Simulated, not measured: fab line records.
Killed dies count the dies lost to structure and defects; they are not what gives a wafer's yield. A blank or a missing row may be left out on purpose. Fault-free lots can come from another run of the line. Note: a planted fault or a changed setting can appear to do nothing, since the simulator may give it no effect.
Chamber matching :: flow n5 finfet :: N5_FIN_CUT_ETCH_20 on rie diel-05: 4 sister chambers
The step etches SiARC in CF4, target depth 26 nm, time 43.3 s. 4 wafers are shown with their chamber, then 10 later ones without.

== WAFERS, EACH WITH ITS CHAMBER ==
wafer: L084.1
chamber: 2
drypump motor current A (A): 6.2

wafer: L090.1
chamber: 3
drypump motor current A (A): 6.3

wafer: L090.4
chamber: 0
drypump motor current A (A): 5.8

wafer: L090.5
chamber: 1
drypump motor current A (A): 5.4

== WAFERS WITHOUT THEIR CHAMBER ==
wafer: L090.6
drypump motor current A (A): 6.3

wafer: L091.1
drypump motor current A (A): 6.4

wafer: L091.4
drypump motor current A (A): 6.3

wafer: L091.6
drypump motor current A (A): 5.3

wafer: L092.1
drypump motor current A (A): 6.4

wafer: L092.2
drypump motor current A (A): 5.8

wafer: L092.3
drypump motor current A (A): 5.4

wafer: L092.4
drypump motor current A (A): 6.2

wafer: L092.5
drypump motor current A (A): 5.3

wafer: L092.6
drypump motor current A (A): 6.2

== EACH ONE'S CHAMBER ==
wafer: L090.6
from the rows above: can't be placed: 3 or 2
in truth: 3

wafer: L091.1
from the rows above: can't be placed: 3 or 2
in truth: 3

wafer: L091.4
from the rows above: can't be placed: 3 or 2
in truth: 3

wafer: L091.6
from the rows above: 1
in truth: 1

wafer: L092.1
from the rows above: can't be placed: 3 or 2
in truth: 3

wafer: L092.2
from the rows above: 0
in truth: 0

wafer: L092.3
from the rows above: 1
in truth: 1

wafer: L092.4
from the rows above: can't be placed: 2 or 3
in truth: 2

wafer: L092.5
from the rows above: 1
in truth: 1

wafer: L092.6
from the rows above: can't be placed: 2 or 3
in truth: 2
4 of 10 placed correctly. Not placeable from these rows: 6 (in 6, the candidates include the true chamber). Placed wrongly: 0.
How it was worked out, from the rows above alone: a wafer's distance from a chamber is the root of the sum, over the readings, of the square of ((its reading less the chamber's mean) divided by the reading's scatter). If the next closest chamber is less than 2 further off than the closest, the wafer can't be placed; otherwise it belongs to the closest. A chamber's mean is the mean of its shown wafers. The scatter: with one shown wafer a chamber, the root of the mean of the squares of how far each hidden wafer lies from its nearest shown one.
